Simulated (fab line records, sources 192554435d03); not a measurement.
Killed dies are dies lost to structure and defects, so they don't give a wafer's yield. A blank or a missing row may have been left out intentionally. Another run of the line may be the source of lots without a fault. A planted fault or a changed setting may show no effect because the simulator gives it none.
Chamber matching ; flow n5_finfet ; ald_sin-04 running N5_SPACER0_ALD_08: 4 sister chambers
The step deposits SiNx, target thk 2 nm. 4 wafers are shown with their chamber, then 7 later ones without.

EACH WAFER AND ITS CHAMBER
wafer;chamber;heater_power_w (W)
L424.4;1;843
L430.5;2;694
L432.1;0;895
L432.2;3;767

WAFERS WITHOUT THEIR CHAMBER
wafer;heater_power_w (W)
L432.5;796
L434.2;879
L434.4;775
L434.6;835
L436.1;840
L436.2;709
L436.6;717

WHICH CHAMBER EACH ONE RAN IN
wafer;from the rows above;in truth
L432.5;can't be placed: 3 or 1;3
L434.2;can't be placed: 0 or 1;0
L434.4;3;3
L434.6;1;1
L436.1;1;1
L436.2;2;2
L436.6;can't be placed: 2 or 3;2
4 of 7 placed correctly. Cannot be placed on the basis of these rows: 3; the candidates contain the true chamber in 3. Number placed wrongly: 0.
How it was worked out, from the rows above alone: a wafer's distance from a chamber is the root of the sum, over the readings, of the square of ((its reading less the chamber's mean) divided by the reading's scatter). The wafer belongs to the nearest chamber; if the next one is less than 2 further off, it can't be placed. Each chamber's mean is taken over the wafers shown for it. The scatter (one wafer shown for each chamber): square how far every hidden wafer sits from the nearest shown wafer, average those squares and take the square root.
